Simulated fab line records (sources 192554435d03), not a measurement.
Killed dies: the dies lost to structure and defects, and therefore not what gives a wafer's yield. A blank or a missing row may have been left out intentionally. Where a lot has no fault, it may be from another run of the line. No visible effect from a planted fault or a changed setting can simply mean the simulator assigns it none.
fab line records	flow n5_finfet
record: lots: 5	wafers: 15	last_day: 18
route steps=1938 shown MOL_CONTACT_COAG@547
lots with no fault: from the same line, run without faults
start_h: start of the lot's first displayed wafer, in hours after the record's first day	wait_h: time in hours since the lot's previous step	" repeats the value in the row above	L1.1+2: several wafers, shown together as one row	- value missing, or start not given	* or withheld: withheld	< > ~ a bound
route shown NAME@n: NAME is a module with steps in the file, n the number in the route of the first one	usual: mean and standard deviation over wafers with no fault	same: alike in all rows	chamber/n: place in a boat	sites: the reading at each site	_std_site: standard deviation of those values	_edge_site: the outer-site mean with the inner-site mean subtracted	radius_mm: for every site, how far away it sits from the centre of the wafer	mask NAME#n: copy n	behind: the tool/chamber that last shaped the wafer	hold: reason for holding the lot/hours on hold/outcome of the hold	device: the n, p or np transistor that did not switch	end of line: the same wafers' tests at the end of the route	a step given without rows: its recipe and nothing more	killed: not the wafer's yield, but the dies lost to structure and defects at the first sort	map: the dies of a wafer, with x for killed, . for not killed, _ for no die there
set.NAME: the setting the step ran with; set.NAME@STEP: the setting that earlier step ran with	model.NAME: the simulator's own value behind a step, which no gauge read
lots seen at some steps along the route; tables by step, rows by wafer
services: a tool's chamber out of use, with start hour (start_h, from the record's first day; less than 0 if before it), hours out, and reason
== steps ==
step: N5_MOL_CONTACT_COAG_SPUTTER_143
recipe: material: Co	target_thk_a: 25	temp_c: 25	chamber_pressure_pa: 0.2
usual: throttle_valve_pct: 30.1/0.77
lot.wafer	tool	chamber	start_h	wait_h	throttle_valve_pct
L074.1	pvd_sputter-01	-	93.71	0.0	30.7
L074.4	"	-	"	"	30.8
L074.5	"	-	"	"	31.1
L079.3	pvd_sputter-02	-	120.44	0.0	30.0
L079.4	"	-	"	"	30.7
L079.6	"	-	"	"	29.7
L080.2	pvd_sputter-02	-	129.66	0.0	30.9
L080.3	"	-	"	"	30.7
L080.6	"	-	"	"	30.8
L096.2	pvd_sputter-02	-	223.74	0.0	30.9
L096.3	"	-	"	"	29.8
L096.6	"	-	"	"	30.9
L097.2	pvd_sputter-02	-	229.13	0.0	30.5
L097.4	"	-	"	"	29.7
L097.5	"	-	"	"	29.8
step: N5_MOL_CONTACT_COAG_CO_FILL_22
recipe: material: Co	target_thk_a: 200	temp_c: 200	precursor: CCTBA/H2	pressure_torr: 30
usual: heater_power_outer_w: 122/11	heater_power_w: 238/12
lot.wafer	tool	chamber	start_h	wait_h	heater_power_outer_w	heater_power_w
L074.1	cvd_co-01	1	93.83	0.1	118	244
L074.4	"	0	"	"	122	239
L074.5	"	2	"	"	129	245
L079.3	cvd_co-02	2	120.57	0.1	140	254
L079.4	"	2	"	"	137	261
L079.6	"	1	"	"	123	233
L080.2	cvd_co-02	0	129.79	0.1	102	212
L080.3	"	2	"	"	139	252
L080.6	"	0	"	"	102	218
L096.2	cvd_co-01	2	223.86	0.1	126	241
L096.3	"	0	"	"	123	245
L096.6	"	2	"	"	130	244
L097.2	cvd_co-01	2	229.26	0.1	131	238
L097.4	"	2	"	"	130	242
L097.5	"	1	"	"	116	232
step: N5_MOL_CONTACT_COAG_ANNEAL_113
recipe: temp_c: 400	time_s: 300	ambient: H2/N2
usual: lamp_power_pct: 3.33/0.25	lamp_zone_2_pct: 3.33/0.25	wafer_temp_C_max: 402.5/1.2
lot.wafer	tool	chamber	start_h	wait_h	lamp_power_pct	lamp_zone_2_pct	wafer_temp_C_max
L074.1	rtp_anneal-01	0	94.44	0.3	3.06	3.06	401.4
L074.4	"	0	"	"	3.06	3.06	401.4
L074.5	"	0	"	"	3.06	3.06	401.3
L079.3	rtp_anneal-02	0	121.49	0.6	3.55	3.55	402.8
L079.4	"	0	"	"	3.55	3.55	403.2
L079.6	"	0	"	"	3.55	3.55	402.9
L080.2	rtp_anneal-02	0	130.55	0.5	3.55	3.56	403.1
L080.3	"	0	"	"	3.56	3.55	404.3
L080.6	"	0	"	"	3.56	3.55	403.0
L096.2	rtp_anneal-02	0	224.77	0.6	3.56	3.56	404.7
L096.3	"	0	"	"	3.55	3.55	404.7
L096.6	"	0	"	"	3.55	3.56	402.9
L097.2	rtp_anneal-01	0	230.02	0.5	3.06	3.06	401.1
L097.4	"	0	"	"	3.06	3.06	401.5
L097.5	"	0	"	"	3.06	3.06	401.3
step: N5_MOL_CONTACT_COAG_PRE_CLEAN_142
recipe: gas: H2/He	time_s: 60	temp_c: 300
usual: heater_power_w: 466/45
lot.wafer	tool	chamber	start_h	wait_h	heater_power_w
L074.1	pvd_sputter-03	-	97.08	2.5	524
L074.4	"	-	"	"	412
L074.5	"	-	"	"	429
L079.3	pvd_sputter-02	-	123.70	2.1	454
L079.4	"	-	"	"	439
L079.6	"	-	"	"	450
L080.2	pvd_sputter-03	-	132.91	2.2	494
L080.3	"	-	"	"	448
L080.6	"	-	"	"	420
L096.2	pvd_sputter-02	-	226.71	1.8	454
L096.3	"	-	"	"	457
L096.6	"	-	"	"	458
L097.2	pvd_sputter-02	-	231.01	0.8	459
L097.4	"	-	"	"	451
L097.5	"	-	"	"	447
step: N5_MOL_CONTACT_COAG_SPUTTER_130
recipe: material: Co	target_thk_a: 475	temp_c: 25	chamber_pressure_pa: 0.5	power_w: 3000
usual: throttle_valve_pct: 30.0/0.75
lot.wafer	tool	chamber	start_h	wait_h	throttle_valve_pct
L074.1	pvd_sputter-03	-	97.14	0.0	29.2
L074.4	"	-	"	"	30.9
L074.5	"	-	"	"	30.0
L079.3	pvd_sputter-02	-	123.76	0.0	29.6
L079.4	"	-	"	"	30.8
L079.6	"	-	"	"	31.0
L080.2	pvd_sputter-03	-	132.97	0.0	28.8
L080.3	"	-	"	"	30.0
L080.6	"	-	"	"	30.9
L096.2	pvd_sputter-02	-	226.77	0.0	29.6
L096.3	"	-	"	"	30.8
L096.6	"	-	"	"	30.6
L097.2	pvd_sputter-02	-	231.07	0.0	29.9
L097.4	"	-	"	"	30.8
L097.5	"	-	"	"	30.5
step: N5_MOL_CONTACT_COAG_PRECLEAN_125
recipe: chemistry: DIW	time_s: 57.5	temp_c: 23
lot.wafer	tool	chamber	start_h	wait_h
L074.1+4+5	wet_bench-01	5,0,7	97.27	0.1
L079.3+4+6	wet_bench-05	1,0,6	123.89	0.1
L080.2+3+6	wet_bench-04	2,5,1	133.10	0.1
L096.2+3+6	wet_bench-05	4,6,7	226.90	0.1
L097.2+4+5	wet_bench-04	4,6,5	231.20	0.1
step: N5_MOL_CONTACT_COAG_SRD_126
recipe: dry_time_s: 32	dry: n2_spin	spin_rpm: 1500
usual: spin_rpm: 1500.0/0.79
same: dry_time_s: 32
lot.wafer	tool	chamber	start_h	wait_h	spin_rpm
L074.1	wet_bench-01	5	97.29	0.0	1500.0
L074.4	"	0	"	"	1499.7
L074.5	"	7	"	"	1498.6
L079.3	wet_bench-05	1	123.91	0.0	1500.4
L079.4	"	0	"	"	1500.4
L079.6	"	6	"	"	1499.0
L080.2	wet_bench-04	2	133.12	0.0	1497.9
L080.3	"	5	"	"	1498.8
L080.6	"	1	"	"	1499.3
L096.2	wet_bench-05	4	226.92	0.0	1500.7
L096.3	"	6	"	"	1501.0
L096.6	"	7	"	"	1500.2
L097.2	wet_bench-04	4	231.22	0.0	1500.9
L097.4	"	6	"	"	1499.8
L097.5	"	5	"	"	1501.1
step: N5_MOL_CONTACT_COAG_CMP_23
recipe: stop_on: SiO2	t_overpolish_s: 1.5	post_cmp_clean: cu_alkaline	down_force_psi: 2	platen_rpm: 50.289	pad_velocity_m_s: 1.0006	target_thk_nm: 0
usual: motor_current_A: 8.2/0.73	overpolish_run_s: 1.500/0.0079	retaining_ring_pressure_frac: 1.000/0.005	time_to_endpoint_s: 10.0/2.4
lot.wafer	tool	chamber	start_h	wait_h	motor_current_A	overpolish_run_s	retaining_ring_pressure_frac	time_to_endpoint_s
L074.4	cmp-01	3	97.32	0.0	9.1	1.493	0.998	7.1
L074.1	"	0	"	"	8.3	1.503	0.996	6.8
L074.5	"	3	"	"	9.0	1.495	0.999	7.1
L079.4	cmp-03	2	123.94	0.0	9.5	1.500	0.995	8.1
L079.3	"	0	"	"	8.6	1.502	1.005	12.9
L079.6	"	2	"	"	9.6	1.506	0.996	8.0
L080.2	cmp-03	0	133.15	0.0	8.1	1.511	1.000	12.3
L080.3	"	1	"	"	7.3	1.505	1.011	9.1
L080.6	"	0	"	"	8.5	1.507	1.007	11.3
L096.2	cmp-04	2	227.03	0.1	8.8	1.500	0.997	8.2
L096.3	"	3	"	"	8.5	1.496	0.994	10.9
L096.6	"	0	"	"	7.3	1.495	0.995	9.8
L097.2	cmp-04	3	231.25	0.0	8.3	1.501	1.006	9.5
L097.4	"	0	"	"	6.9	1.503	1.000	10.7
L097.5	"	0	"	"	7.7	1.501	0.994	10.3
step: N5_MOL_CONTACT_COAG_WET_ETCH_26
recipe: target: Co	target_depth_nm: 13
lot.wafer	tool	chamber	start_h	wait_h
L074.1+4+5	wet_bench-01	0,5,6	97.67	0.0
L079.3+4+6	wet_bench-01	5,6,1	124.29	0.0
L080.2+3+6	wet_bench-04	6,3,1	133.50	0.0
L096.2+3+6	wet_bench-01	1,2,7	227.30	0.0
L097.2+4+5	wet_bench-01	6,4,3	231.60	0.0
step: N5_MOL_CONTACT_COAG_WET_ETCH_116
recipe: chemistry: SC1-inhibited	target_depth_nm: 4.6	dry: ipa_marangoni	rinse_time_s: 30	rinse_temp_c: 23
usual: rinse_temp_c: 23.01/0.11
lot.wafer	tool	chamber	start_h	wait_h	rinse_temp_c
L074.1	wet_bench-01	0	97.82	0.0	22.86
L074.4	"	5	"	"	22.89
L074.5	"	6	"	"	22.96
L079.3	wet_bench-01	5	124.45	0.0	22.88
L079.4	"	6	"	"	23.05
L079.6	"	1	"	"	22.85
L080.2	wet_bench-04	6	133.65	0.0	22.85
L080.3	"	3	"	"	23.02
L080.6	"	1	"	"	23.19
L096.2	wet_bench-01	1	227.45	0.0	23.09
L096.3	"	2	"	"	23.18
L096.6	"	7	"	"	22.90
L097.2	wet_bench-01	6	231.75	0.0	23.09
L097.4	"	4	"	"	22.88
L097.5	"	3	"	"	22.98
step: N5_MOL_CONTACT_COAG_ALD_27
recipe: material: SiOC	target_thk_a: 170	temp_c: 400	ald_precursor_family: carbosiloxane	ald_co_reactant: H2-plasma	pulse_time_s: 1.5	time_s: 2720	purge_time_s: 2	co_reactant_purge_time_s: 2	ald_cycles: 340	pressure_torr: 2
usual: heater_power_outer_w: 465/48	heater_power_w: 767/61	precursor_pulse_height_rel: 0.997/0.021
lot.wafer	tool	chamber	start_h	wait_h	heater_power_outer_w	heater_power_w	precursor_pulse_height_rel
L074.1	ald_sin-04	2	98.18	0.1	476	763	0.964
L074.4	"	3	"	"	446	800	0.987
L074.5	"	2	"	"	495	767	0.997
L079.3	ald_sin-01	0	125.08	0.3	419	692	1.028
L079.4	"	3	"	"	553	893	0.993
L079.6	"	2	"	"	560	854	0.981
L080.2	ald_sin-01	3	133.97	0.0	568	888	0.986
L080.3	"	1	"	"	543	852	1.006
L080.6	"	3	"	"	557	907	0.963
L096.2	ald_sin-02	2	227.86	0.1	455	710	0.986
L096.3	"	3	"	"	446	777	1.011
L096.6	"	2	"	"	461	726	1.010
L097.2	ald_sin-02	1	232.07	0.0	426	739	0.966
L097.4	"	3	"	"	451	764	1.006
L097.5	"	1	"	"	416	719	1.022
step: N5_MOL_CONTACT_COAG_CMP_28
recipe: stop_on: SiNx	t_overpolish_s: 0.85	post_cmp_clean: alkaline_brush	down_force_psi: 4.15	platen_rpm: 51.8	pad_velocity_m_s: 1.0307	target_thk_nm: 14.522
usual: motor_current_A: 12.7/1.2	retaining_ring_pressure_frac: 1.001/0.0051	time_to_endpoint_s: 4.7/2.7
lot.wafer	tool	chamber	start_h	wait_h	motor_current_A	retaining_ring_pressure_frac	time_to_endpoint_s
L074.4	cmp-01	0	99.75	0.8	13.9	0.999	3.8
L074.1	"	2	"	"	12.6	1.004	1.1
L074.5	"	0	"	"	13.2	0.994	2.9
L079.3	cmp-01	1	126.68	0.8	10.9	0.992	7.9
L079.4	"	2	"	"	12.3	1.006	2.7
L079.6	"	0	"	"	13.1	0.998	4.6
L080.3	cmp-01	2	135.70	1.0	12.6	1.003	3.9
L080.2	"	0	"	"	14.3	1.000	0.3
L080.6	"	2	"	"	13.0	1.004	1.2
L096.2	cmp-03	3	229.42	0.8	12.2	1.001	3.0
L096.3	"	2	"	"	15.2	1.005	2.6
L096.6	"	3	"	"	12.9	1.002	2.8
L097.2	cmp-01	1	233.68	0.8	11.5	1.002	5.7
L097.4	"	2	"	"	12.6	0.992	0.2
L097.5	"	1	"	"	11.8	1.003	4.1
step: N5_MOL_CONTACT_COAG_THK_MEAS_29
recipe: reads: SiNx_of_GATE_CUT_PECVD_57+SiNx_of_GATE_CUT_SAC_CAP_01
usual: MD_CAP_THK: 17.92/0.08
lot.wafer	tool	chamber	start_h	wait_h	MD_CAP_THK[nm]
L074.1	film_metro-01	-	100.05	-	17.88
L074.4	"	-	"	"	17.84
L074.5	"	-	"	"	17.83
L079.3	film_metro-02	-	126.94	-	17.78
L079.4	"	-	"	"	17.88
L079.6	"	-	"	"	18.00
L080.2	film_metro-01	-	135.95	-	17.96
L080.3	"	-	"	"	18.00
L080.6	"	-	"	"	17.87
L096.2	film_metro-01	-	229.72	-	17.90
L096.3	"	-	"	"	18.13
L096.6	"	-	"	"	17.89
L097.2	film_metro-02	-	233.94	-	18.04
L097.4	"	-	"	"	18.02
L097.5	"	-	"	"	18.09
step: N5_MOL_CONTACT_COAG_ALD_123
recipe: material: SiNx	target_thk_a: 50	temp_c: 400	ald_precursor_family: SiH2I2	ald_co_reactant: N2/H2-plasma	pulse_time_s: 1	purge_time_s: 2	co_reactant_purge_time_s: 2	ald_cycles: 100	pressure_torr: 2
usual: heater_power_outer_w: 473/57	heater_power_w: 779/73	precursor_pulse_height_rel: 1.002/0.02
lot.wafer	tool	chamber	start_h	wait_h	heater_power_outer_w	heater_power_w	precursor_pulse_height_rel
L074.1	ald_sin-04	0	100.08	0.0	376	643	1.002
L074.4	"	3	"	"	427	792	1.020
L074.5	"	0	"	"	373	637	1.000
L079.3	ald_sin-01	1	126.98	0.0	533	851	1.008
L079.4	"	2	"	"	550	883	1.030
L079.6	"	3	"	"	555	929	0.987
L080.2	ald_sin-01	1	136.20	0.2	541	846	1.020
L080.3	"	0	"	"	423	698	1.023
L080.6	"	2	"	"	565	860	0.990
L096.2	ald_sin-02	1	229.75	0.0	417	734	0.992
L096.3	"	0	"	"	472	781	1.004
L096.6	"	0	"	"	486	771	0.995
L097.2	ald_sin-01	1	234.06	0.1	516	853	0.977
L097.4	"	0	"	"	418	733	0.980
L097.5	"	1	"	"	516	819	1.003
step: N5_MOL_CONTACT_COAG_PECVD_31
recipe: material: SiO2	target_thk_a: 460	temp_c: 400	precursor: TEOS/O2	pressure_torr: 6.5	rf_w: withheld	teos_flow_sccm: withheld	gas: O2	flow_sccm: 2650	time_s: 8.9
lot.wafer	tool	chamber	start_h	wait_h
L074.1+4+5	pecvd-03	2,0,2	100.60	0.3
L079.3+4+6	pecvd-04	0,0,1	127.48	0.3
L080.2+3+6	pecvd-01	0,1,0	136.70	0.3
L096.2+3+6	pecvd-01	2,1,1	230.26	0.3
L097.2+4+5	pecvd-03	0,0,1	234.56	0.3
step: N5_MOL_CONTACT_COAG_COAT_75
recipe: resist: SOC	temp_c: 250	time_s: 60	spin_rpm: 1500	resist_thk_nm: 60
usual: dispense_pressure_kPa: 46/4.8
lot.wafer	tool	chamber	start_h	wait_h	dispense_pressure_kPa
L074.1	litho_track-01	0	100.66	0.0	55
L074.4	"	0	"	"	55
L074.5	"	0	"	"	55
L079.3	litho_track-04	0	127.54	0.0	46
L079.4	"	0	"	"	46
L079.6	"	0	"	"	46
L080.2	litho_track-04	0	136.76	0.0	46
L080.3	"	0	"	"	46
L080.6	"	0	"	"	46
L096.2	litho_track-04	0	230.32	0.0	46
L096.3	"	0	"	"	46
L096.6	"	0	"	"	46
L097.2	litho_track-05	0	234.62	0.0	42
L097.4	"	0	"	"	42
L097.5	"	0	"	"	42
step: N5_MOL_CONTACT_COAG_COAT_76
recipe: resist: SiARC	temp_c: 220	time_s: 60	spin_rpm: 1500	resist_thk_nm: 10
usual: dispense_pressure_kPa: 46/4.8
lot.wafer	tool	chamber	start_h	wait_h	dispense_pressure_kPa
L074.1	litho_track-01	0	-	-	55
L074.4	"	0	"	"	55
L074.5	"	0	"	"	55
L079.3	litho_track-04	0	-	-	46
L079.4	"	0	"	"	46
L079.6	"	0	"	"	46
L080.2	litho_track-04	0	-	-	46
L080.3	"	0	"	"	46
L080.6	"	0	"	"	46
L096.2	litho_track-04	0	-	-	46
L096.3	"	0	"	"	46
L096.6	"	0	"	"	46
L097.2	litho_track-05	0	-	-	42
L097.4	"	0	"	"	42
L097.5	"	0	"	"	42
step: N5_MOL_CONTACT_COAG_COAT_77
recipe: resist: underlayer	temp_c: 205	time_s: 60	spin_rpm: 1500	resist_thk_nm: 10
usual: dispense_pressure_kPa: 46/4.8
lot.wafer	tool	chamber	start_h	wait_h	dispense_pressure_kPa
L074.1	litho_track-01	0	-	-	55
L074.4	"	0	"	"	55
L074.5	"	0	"	"	55
L079.3	litho_track-04	0	-	-	46
L079.4	"	0	"	"	46
L079.6	"	0	"	"	46
L080.2	litho_track-04	0	-	-	46
L080.3	"	0	"	"	46
L080.6	"	0	"	"	46
L096.2	litho_track-04	0	-	-	46
L096.3	"	0	"	"	46
L096.6	"	0	"	"	46
L097.2	litho_track-05	0	-	-	42
L097.4	"	0	"	"	42
L097.5	"	0	"	"	42
step: N5_MOL_CONTACT_COAG_COAT_78
recipe: resist: CAR-EUV	spin_rpm: 1500	resist_thk_nm: 40
usual: dispense_pressure_kPa: 46/4.8
lot.wafer	tool	chamber	start_h	wait_h	dispense_pressure_kPa
L074.1	litho_track-01	0	-	-	55
L074.4	"	0	"	"	55
L074.5	"	0	"	"	55
L079.3	litho_track-04	0	-	-	46
L079.4	"	0	"	"	46
L079.6	"	0	"	"	46
L080.2	litho_track-04	0	-	-	46
L080.3	"	0	"	"	46
L080.6	"	0	"	"	46
L096.2	litho_track-04	0	-	-	46
L096.3	"	0	"	"	46
L096.6	"	0	"	"	46
L097.2	litho_track-05	0	-	-	42
L097.4	"	0	"	"	42
L097.5	"	0	"	"	42
step: N5_MOL_CONTACT_COAG_EBR_80
recipe: solvent: PGMEA	ebr_width_mm: 1.5
lot.wafer	tool	chamber	start_h	wait_h
L074.1+4+5	litho_track-01	0	-	-
L079.3+4+6	litho_track-04	0	-	-
L080.2+3+6	litho_track-04	0	-	-
L096.2+3+6	litho_track-04	0	-	-
L097.2+4+5	litho_track-05	0	-	-
step: N5_MOL_CONTACT_COAG_SOFTBAKE_79
recipe: temp_c: 110	time_s: 60	resist: CAR-EUV
lot.wafer	tool	chamber	start_h	wait_h
L074.1+4+5	litho_track-01	0	-	-
L079.3+4+6	litho_track-04	0	-	-
L080.2+3+6	litho_track-04	0	-	-
L096.2+3+6	litho_track-04	0	-	-
L097.2+4+5	litho_track-05	0	-	-
step: N5_MOL_CONTACT_COAG_EXPOSE_81
recipe: mask_id: VG	na: 0.33	source_shape: annular	sigma_inner: 0.3	sigma_outer: 0.7	polarization: unpolarized	defocus_nm: 0	dose_mj: 59.5
same: sigma_inner: 0.3
lot.wafer	tool	chamber	start_h	wait_h	mask
L074.1+4+5	euv_scanner-02	0	100.80	-	VG#0
L079.3+4+6	euv_scanner-01	0	127.82	-	VG#0
L080.2+3+6	euv_scanner-02	0	137.03	-	VG#0
L096.2+3+6	euv_scanner-02	0	230.46	-	VG#0
L097.2+4+5	euv_scanner-02	0	234.79	-	VG#0
step: N5_MOL_CONTACT_COAG_PEB_82
recipe: peb_temp_c: 100	peb_time_s: 60	resist: CAR-EUV
lot.wafer	tool	chamber	start_h	wait_h
L074.1+4+5	litho_track-05	0	100.87	0.1
L079.3+4+6	litho_track-05	0	127.88	0.1
L080.2+3+6	litho_track-05	0	137.09	0.1
L096.2+3+6	litho_track-04	0	230.53	0.1
L097.2+4+5	litho_track-05	0	234.85	0.1
step: N5_MOL_CONTACT_COAG_DEVELOP_83
recipe: develop_time_s: 30	developer: TMAH	resist: CAR-EUV	rinse_liquid: surfactant_rinse	dry: air_spin	dev_temp_c: 23
lot.wafer	tool	chamber	start_h	wait_h
L074.1+4+5	litho_track-05	0	-	-
L079.3+4+6	litho_track-05	0	-	-
L080.2+3+6	litho_track-05	0	-	-
L096.2+3+6	litho_track-04	0	-	-
L097.2+4+5	litho_track-05	0	-	-
step: N5_MOL_CONTACT_COAG_CD_MEAS_84
recipe: target_cd_nm: 25.1	landing_energy_ev: 500	detector: se_inlens	polarity: opening
usual: cd_nm: 25.06/0.23
lot.wafer	tool	chamber	start_h	wait_h	cd_nm
L074.1	cd_sem-03	0	100.94	-	25.30
L074.4	"	0	"	"	24.98
L074.5	"	0	"	"	24.99
L079.3	cd_sem-03	0	127.95	-	25.54
L079.4	"	0	"	"	24.95
L079.6	"	0	"	"	25.24
L080.2	cd_sem-01	0	137.16	-	25.26
L080.3	"	0	"	"	24.93
L080.6	"	0	"	"	25.22
L096.2	cd_sem-02	0	230.60	-	24.83
L096.3	"	0	"	"	24.94
L096.6	"	0	"	"	24.94
L097.2	cd_sem-01	0	234.92	-	25.13
L097.4	"	0	"	"	24.99
L097.5	"	0	"	"	25.33
step: N5_MOL_CONTACT_COAG_OVL_MEAS_85
recipe: points_per_wafer: 522
usual: VG_OVL: 0.4/0.71
lot.wafer	tool	chamber	start_h	wait_h	VG_OVL[nm]
L074.1	overlay-01	0	100.97	0.0	-0.1
L074.4	"	0	"	"	-0.4
L074.5	"	0	"	"	0.2
L079.3	overlay-02	0	127.99	0.0	1.2
L079.4	"	0	"	"	0.8
L079.6	"	0	"	"	0.4
L080.2	overlay-02	0	137.20	0.0	1.2
L080.3	"	0	"	"	-0.7
L080.6	"	0	"	"	0.0
L096.2	overlay-01	0	230.63	0.0	0.6
L096.3	"	0	"	"	0.3
L096.6	"	0	"	"	-0.2
L097.2	overlay-01	0	234.96	0.0	-0.7
L097.4	"	0	"	"	-0.6
L097.5	"	0	"	"	0.4
step: N5_MOL_CONTACT_COAG_INSPECT_57
recipe: mode: adi	inspect_instrument: brightfield
usual: raw_defect_count: 207/60
lot.wafer	tool	chamber	start_h	wait_h	raw_defect_count
L074.1	defect_inspect-01	-	101.03	0.1	163
L074.4	"	-	"	"	129
L074.5	"	-	"	"	144
L079.3	defect_inspect-01	-	128.03	0.0	221
L079.4	"	-	"	"	147
L079.6	"	-	"	"	258
L080.2	defect_inspect-01	-	137.25	0.0	202
L080.3	"	-	"	"	206
L080.6	"	-	"	"	245
L096.2	defect_inspect-02	-	230.68	0.0	165
L096.3	"	-	"	"	329
L096.6	"	-	"	"	176
L097.2	defect_inspect-02	-	235.02	0.1	199
L097.4	"	-	"	"	343
L097.5	"	-	"	"	231
== services ==
tool	chamber	start_h	hours	kind
pecvd-01	2	73.69	5.1	repair
cmp-03	-	78.46	2.4	repair
cmp-03	-	84.40	12.4	pm
ald_sin-02	-	85.25	14.0	pm
euv_scanner-02	-	89.67	1.0	pm
ald_sin-01	1	92.58	4.3	repair
pvd_sputter-02	-	97.81	1.0	repair
cmp-03	-	98.44	2.0	repair
rtp_anneal-02	-	100.84	8.3	pm
pvd_sputter-03	-	102.99	3.6	repair
rtp_anneal-02	-	112.75	4.5	pm
cmp-03	-	113.38	2.4	repair
cmp-01	-	139.82	0.6	repair
euv_scanner-02	-	145.82	1.0	pm
cmp-01	-	150.76	0.7	repair
pvd_sputter-02	-	151.48	2.4	repair
euv_scanner-02	-	156.89	4.6	pm
cmp-01	-	174.40	0.5	repair
ald_sin-01	-	178.05	14.0	pm
cmp-01	-	194.96	4.0	pm
euv_scanner-02	-	201.99	1.0	pm
cmp-03	-	218.16	5.0	pm
ald_sin-01	2	226.88	7.2	repair
cmp-03	-	229.65	4.0	pm
== key ==
fault none
